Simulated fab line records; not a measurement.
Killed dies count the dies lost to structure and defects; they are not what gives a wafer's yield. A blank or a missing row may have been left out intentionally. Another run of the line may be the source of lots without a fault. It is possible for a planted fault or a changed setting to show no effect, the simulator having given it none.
fab line records -- flow nand-harc
record lots=13, wafers=38, last-day=33
route steps=1302 shown P_BONDPAD@375 A_SOURCE_PLATE@423 A_ONON_D1@436
lots that met no fault: taken from a fault-free run of the same line
start-h: hours from the record's opening day to when the first of the lot's shown wafers began -- wait-h: hours from the lot's prior step to this one -- " unchanged from the row above -- L1.1+2: several wafers, shown together as one row -- - either no value or no given start -- * or withheld: withheld -- < > ~ a bound
route shown NAME@n: NAME is a module with steps in the file, n the number in the route of the first one -- usual: mean and standard deviation over wafers with no fault -- same: alike in all rows -- chamber/n: place in a boat -- sites: readings site by site -- _std_site: standard deviation of those values -- _edge_site: the outer-site mean with the inner-site mean subtracted -- radius-mm: for every site, how far away it sits from the centre of the wafer -- mask NAME#n: copy n -- behind: the tool/chamber that last shaped the wafer -- hold: cause of the lot's hold/its duration in hours/its outcome -- device: whichever transistor did not switch (one of n, p or np) -- end of line: at the end of the route, the tests of the same wafers -- for a step that has no rows: nothing shown but its recipe -- killed: at the first sort, the dies lost to defects and structure; wafer yield is something else -- map: the dies of a wafer, with x for killed, . for not killed, _ for no die there
set.NAME: the setting that was run; set.NAME@STEP: the one run at that earlier step -- model.NAME: the simulator's own value behind a step, which no gauge read
one table for each step of the route and one row for each wafer, over a sample of lots
services: when a tool's chamber went out of use (start-h, in hours from the record's first day, below 0 if earlier), for how many hours, and the reason
## steps
# step NHARC_P_BONDPAD_PRE_CLEAN_26
# recipe time-s=30, temp-c=280, gas=H2/He
# usual heater-power-w=421/34
lot.wafer,tool,chamber,start-h,wait-h,heater-power-w
L601.3,pvd-sputter-02,-,-,-,472
L601.1,pvd-sputter-02,-,-,-,384
L601.5,pvd-sputter-02,-,-,-,486
L602.1,pvd-sputter-01,-,-,-,402
L602.4,pvd-sputter-01,-,-,-,452
L602.5,pvd-sputter-01,-,-,-,409
L603.1,pvd-sputter-03,-,-,-,397
L603.2,pvd-sputter-03,-,-,-,381
L603.5,pvd-sputter-03,-,-,-,397
L604.1,pvd-sputter-03,-,-,-,434
L604.2,pvd-sputter-03,-,-,-,401
L604.5,pvd-sputter-03,-,-,-,382
L605.1,pvd-sputter-01,-,-,-,420
L605.3,pvd-sputter-01,-,-,-,455
L605.5,pvd-sputter-01,-,-,-,450
L607.2,pvd-sputter-03,-,-,-,378
L607.4,pvd-sputter-03,-,-,-,379
L607.5,pvd-sputter-03,-,-,-,396
L608.2,pvd-sputter-02,-,-,-,478
L608.4,pvd-sputter-02,-,-,-,481
L608.1,pvd-sputter-02,-,-,-,449
L609.3,pvd-sputter-02,-,-,-,390
L609.1,pvd-sputter-02,-,-,-,457
L609.6,pvd-sputter-02,-,-,-,378
L615.2,pvd-sputter-03,-,-,-,460
L615.4,pvd-sputter-03,-,-,-,406
L615.6,pvd-sputter-03,-,-,-,383
L616.3,pvd-sputter-01,-,-,-,405
L616.1,pvd-sputter-01,-,-,-,425
L616.2,pvd-sputter-01,-,-,-,402
L617.1,pvd-sputter-01,-,-,-,417
L617.5,pvd-sputter-01,-,-,-,412
L622.2,pvd-sputter-01,-,-,-,424
L622.1,pvd-sputter-01,-,-,-,400
L622.5,pvd-sputter-01,-,-,-,412
L623.1,pvd-sputter-02,-,-,-,475
L623.3,pvd-sputter-02,-,-,-,497
L623.4,pvd-sputter-02,-,-,-,493
# step NHARC_A_SOURCE_PLATE_INSPECT_08
# usual raw-defect-count=53/18
lot.wafer,tool,chamber,start-h,wait-h,raw-defect-count
L601.1,defect-inspect-02,-,175.82,0.0,57
L601.3,defect-inspect-02,-,175.82,0.0,35
L601.5,defect-inspect-02,-,175.82,0.0,57
L602.1,defect-inspect-01,-,175.82,0.0,55
L602.4,defect-inspect-01,-,175.82,0.0,49
L602.5,defect-inspect-01,-,175.82,0.0,41
L603.1,defect-inspect-02,-,191.21,0.0,68
L603.2,defect-inspect-02,-,191.21,0.0,54
L603.5,defect-inspect-02,-,191.21,0.0,52
L604.1,defect-inspect-01,-,191.21,0.0,63
L604.2,defect-inspect-01,-,191.21,0.0,70
L604.5,defect-inspect-01,-,191.21,0.0,40
L605.1,defect-inspect-02,-,207.87,0.0,76
L605.3,defect-inspect-02,-,207.87,0.0,76
L605.5,defect-inspect-02,-,207.87,0.0,43
L607.2,defect-inspect-01,-,239.37,0.0,55
L607.4,defect-inspect-01,-,239.37,0.0,57
L607.5,defect-inspect-01,-,239.37,0.0,52
L609.1,defect-inspect-01,-,247.58,0.0,43
L609.3,defect-inspect-01,-,247.58,0.0,39
L609.6,defect-inspect-01,-,247.58,0.0,31
L608.1,defect-inspect-02,-,247.58,0.0,34
L608.2,defect-inspect-02,-,247.58,0.0,34
L608.4,defect-inspect-02,-,247.58,0.0,59
L615.2,defect-inspect-02,-,311.70,0.0,49
L615.4,defect-inspect-02,-,311.70,0.0,63
L615.6,defect-inspect-02,-,311.70,0.0,44
L616.1,defect-inspect-02,-,320.66,0.0,48
L616.2,defect-inspect-02,-,320.66,0.0,63
L616.3,defect-inspect-02,-,320.66,0.0,33
L617.1,defect-inspect-02,-,334.68,0.0,95
L617.5,defect-inspect-02,-,334.68,0.0,75
L622.1,defect-inspect-01,-,388.09,7.1,20
L622.2,defect-inspect-01,-,388.09,7.1,22
L622.5,defect-inspect-01,-,388.09,7.1,35
L623.1,defect-inspect-01,-,392.07,0.0,57
L623.3,defect-inspect-01,-,392.07,0.0,68
L623.4,defect-inspect-01,-,392.07,0.0,50
# step NHARC_A_ONON_D1_DEP_16
# recipe target-thk-a=10000, n2-flow-sccm=2750, n2o-flow-sccm=2000, nh3-flow-sccm=500, sih4-flow-sccm=210, temp-c=400
# usual n2-flow-sccm=2750/7.1
lot.wafer,tool,chamber,start-h,wait-h,n2-flow-sccm
L601.1,pecvd-onon-03,0,186.54,0.1,2749
L601.3,pecvd-onon-03,0,186.54,0.1,2753
L601.5,pecvd-onon-03,0,186.54,0.1,2757
L602.1,pecvd-onon-01,0,186.54,0.1,2750
L602.4,pecvd-onon-01,0,186.54,0.1,2755
L602.5,pecvd-onon-01,0,186.54,0.1,2753
L604.1,pecvd-onon-03,0,201.13,0.1,2746
L604.2,pecvd-onon-03,0,201.13,0.1,2763
L604.5,pecvd-onon-03,0,201.13,0.1,2748
L603.1,pecvd-onon-04,0,201.14,0.1,2748
L603.2,pecvd-onon-04,0,201.14,0.1,2750
L603.5,pecvd-onon-04,0,201.14,0.1,2741
L605.1,pecvd-onon-04,0,219.86,0.1,2754
L605.3,pecvd-onon-04,0,219.86,0.1,2753
L605.5,pecvd-onon-04,0,219.86,0.1,2752
L607.2,pecvd-onon-04,0,249.35,0.1,2748
L607.4,pecvd-onon-04,0,249.35,0.1,2744
L607.5,pecvd-onon-04,0,249.35,0.1,2741
L608.1,pecvd-onon-03,0,258.29,0.1,2739
L608.2,pecvd-onon-03,0,258.29,0.1,2755
L608.4,pecvd-onon-03,0,258.29,0.1,2750
L609.1,pecvd-onon-04,0,258.29,0.1,2740
L609.3,pecvd-onon-04,0,258.29,0.1,2748
L609.6,pecvd-onon-04,0,258.29,0.1,2747
L615.2,pecvd-onon-03,0,322.27,0.3,2739
L615.4,pecvd-onon-03,0,322.27,0.3,2738
L615.6,pecvd-onon-03,0,322.27,0.3,2735
L616.1,pecvd-onon-03,0,331.46,0.1,2756
L616.2,pecvd-onon-03,0,331.46,0.1,2758
L616.3,pecvd-onon-03,0,331.46,0.1,2744
L617.1,pecvd-onon-03,0,348.58,0.1,2767
L617.5,pecvd-onon-03,0,348.58,0.1,2750
L622.1,pecvd-onon-03,0,401.61,0.1,2746
L622.2,pecvd-onon-03,0,401.61,0.1,2755
L622.5,pecvd-onon-03,0,401.61,0.1,2760
L623.1,pecvd-onon-01,0,401.62,0.1,2753
L623.3,pecvd-onon-01,0,401.62,0.1,2757
L623.4,pecvd-onon-01,0,401.62,0.1,2748
# step NHARC_A_ONON_D1_THK_MEAS_18
# recipe thk-meas-gauge=ellipsometry
# usual thk-nm=1000/6.8
lot.wafer,tool,chamber,start-h,wait-h,thk-nm
L601.1,film-metro-01,-,187.05,-,1003
L601.3,film-metro-01,-,187.05,-,1004
L601.5,film-metro-01,-,187.05,-,1004
L602.1,film-metro-02,-,187.06,-,991
L602.4,film-metro-02,-,187.06,-,989
L602.5,film-metro-02,-,187.06,-,990
L603.1,film-metro-02,-,201.64,-,1005
L603.2,film-metro-02,-,201.64,-,1006
L603.5,film-metro-02,-,201.64,-,1005
L604.1,film-metro-01,-,201.64,-,1005
L604.2,film-metro-01,-,201.64,-,1005
L604.5,film-metro-01,-,201.64,-,1003
L605.1,film-metro-01,-,220.37,-,1007
L605.3,film-metro-01,-,220.37,-,1007
L605.5,film-metro-01,-,220.37,-,1008
L607.2,film-metro-02,-,249.80,-,996
L607.4,film-metro-02,-,249.80,-,996
L607.5,film-metro-02,-,249.80,-,997
L608.1,film-metro-01,-,258.80,-,990
L608.2,film-metro-01,-,258.80,-,991
L608.4,film-metro-01,-,258.80,-,991
L609.1,film-metro-02,-,258.80,-,1006
L609.3,film-metro-02,-,258.80,-,1006
L609.6,film-metro-02,-,258.80,-,1005
L615.2,film-metro-01,-,322.72,-,1007
L615.4,film-metro-01,-,322.72,-,1306
L615.6,film-metro-01,-,322.72,-,1006
L616.1,film-metro-01,-,331.97,-,1302
L616.2,film-metro-01,-,331.97,-,1000
L616.3,film-metro-01,-,331.97,-,1001
L617.1,film-metro-02,-,349.09,-,1304
L617.5,film-metro-02,-,349.09,-,1005
L623.1,film-metro-01,-,402.12,-,995
L623.3,film-metro-01,-,402.12,-,996
L623.4,film-metro-01,-,402.12,-,995
L622.1,film-metro-02,-,402.13,-,987
L622.2,film-metro-02,-,402.13,-,986
L622.5,film-metro-02,-,402.13,-,987
# step NHARC_A_ONON_D1_DEP_33
# recipe target-thk-a=2000, temp-c=400, pressure-torr=6.5, rf-w=900, teos-flow-sccm=161.4, flow-sccm=2650, target-thk-nm=200, gas=O2, material=SiO2
# usual heater-power-outer-w=311/43, heater-power-w=564/75, throttle-valve-pct=15.9/0.38
lot.wafer,tool,chamber,start-h,wait-h,heater-power-outer-w,heater-power-w,since-wet-clean-h,throttle-valve-pct
L601.1,pecvd-01,2,189.36,0.1,249,441,45,15.7
L601.3,pecvd-01,0,189.36,0.1,263,542,45,16.0
L601.5,pecvd-01,2,189.36,0.1,261,452,-,15.7
L602.1,pecvd-02,2,189.39,0.1,296,477,130,15.8
L602.4,pecvd-02,2,189.39,0.1,301,485,-,15.9
L602.5,pecvd-02,1,189.39,0.1,319,611,-,16.2
L603.1,pecvd-01,1,203.96,0.1,303,555,60,16.1
L603.2,pecvd-01,0,203.96,0.1,271,556,60,15.7
L603.5,pecvd-01,0,203.96,0.1,279,570,-,15.5
L604.1,pecvd-04,2,204.12,0.2,319,644,103,15.7
L604.2,pecvd-04,0,204.12,0.2,334,582,103,16.5
L604.5,pecvd-04,0,204.12,0.2,348,579,-,16.4
L605.3,pecvd-01,0,222.73,0.1,212,460,78,15.9
L605.1,pecvd-01,1,222.73,0.1,287,531,78,15.8
L605.5,pecvd-01,2,222.73,0.1,303,518,-,15.6
L607.2,pecvd-02,0,252.22,0.1,411,628,12,15.9
L607.4,pecvd-02,1,252.22,0.1,279,543,-,16.6
L607.5,pecvd-02,2,252.22,0.1,301,501,-,15.5
L609.1,pecvd-02,1,261.12,0.1,327,604,21,16.2
L609.3,pecvd-02,0,261.12,0.1,414,659,21,16.2
L609.6,pecvd-02,1,261.12,0.1,334,628,-,16.5
L608.2,pecvd-01,2,261.17,0.1,311,523,117,16.3
L608.1,pecvd-01,0,261.17,0.1,295,567,117,15.7
L608.4,pecvd-01,2,261.17,0.1,317,530,-,15.9
L615.2,pecvd-04,1,325.10,0.1,287,535,43,15.3
L615.4,pecvd-04,1,325.10,0.1,294,553,-,15.6
L615.6,pecvd-04,2,325.10,0.1,379,731,-,15.4
L616.3,pecvd-02,0,334.33,0.1,312,521,94,16.1
L616.1,pecvd-02,1,334.33,0.1,312,579,94,16.6
L616.2,pecvd-02,2,334.33,0.1,281,465,94,16.1
L617.1,pecvd-04,1,351.52,0.1,296,557,70,15.8
L617.5,pecvd-04,1,351.52,0.1,309,568,-,15.5
L623.3,pecvd-02,0,404.44,0.1,319,517,164,16.4
L623.1,pecvd-02,1,404.44,0.1,348,639,164,16.7
L623.4,pecvd-02,1,404.44,0.1,354,642,-,16.9
L622.1,pecvd-01,0,404.49,0.1,233,475,79,15.3
L622.2,pecvd-01,1,404.49,0.1,295,538,79,15.6
L622.5,pecvd-01,0,404.49,0.1,244,488,-,15.5
## services
tool,chamber,start-h,hours,kind
pecvd-04,-,129.47,7.3,repair
pecvd-onon-04,-,130.00,13.0,pm
pecvd-01,-,131.39,13.0,pm
pecvd-01,0,131.39,13.0,vent-cycle
pecvd-01,1,131.39,13.0,vent-cycle
pecvd-01,0,167.54,2.0,repair
pvd-sputter-03,-,170.08,10.0,pm
pvd-sputter-01,-,173.35,2.5,repair
pecvd-01,-,201.63,2.3,repair
pecvd-onon-03,-,227.00,13.0,pm
pecvd-02,-,227.63,13.0,pm
pvd-sputter-03,-,244.73,0.9,repair
pecvd-01,1,261.67,7.2,repair
pecvd-04,-,269.04,13.0,pm
pecvd-onon-01,-,269.67,13.0,pm
pvd-sputter-01,-,270.67,10.0,pm
pvd-sputter-02,-,280.70,3.1,repair
pecvd-onon-04,-,311.00,13.0,pm
pecvd-01,-,312.39,13.0,pm
pvd-sputter-02,-,313.33,8.5,repair
pecvd-02,-,337.71,0.7,repair
pvd-sputter-03,-,348.08,10.0,pm
pecvd-04,-,361.43,4.7,repair
pecvd-02,-,384.86,1.8,repair
## key
first-sign step=NHARC_A_ONON_D1_THK_MEAS_18, reading=thk-nm, direction=up, sigmas=45, usual=1000, struck=1304
effect none on later readings
met-at NHARC_A_ONON_D1_DEP_16
struck-lots L615,L616,L617
struck-wafers L615.4,L616.1,L617.1
tester-left-out L615,L616,L617
not-acting-at NHARC_P_BONDPAD_PRE_CLEAN_26,NHARC_A_SOURCE_PLATE_INSPECT_08,NHARC_A_ONON_D1_DEP_33
onset-between 258.29 322.27
fault kind=process-parameter-drift, tool=pecvd-onon-03, chamber=-, onset-h=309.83, steps=NHARC_A_ONON_D1_DEP_16, channel=target-thk-a, offset=*, shape=step, end-h=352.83, scope=struck-wafers-only, acts-in=*, stated=*
# tester-left-out: of these lots the tester's yield and bins aren't shown, on N5 and GAA mostly nor the transistor test; their killed dies are dies lost to structure and defects alone, not to doping, threshold or leakage, so they don't give the yield
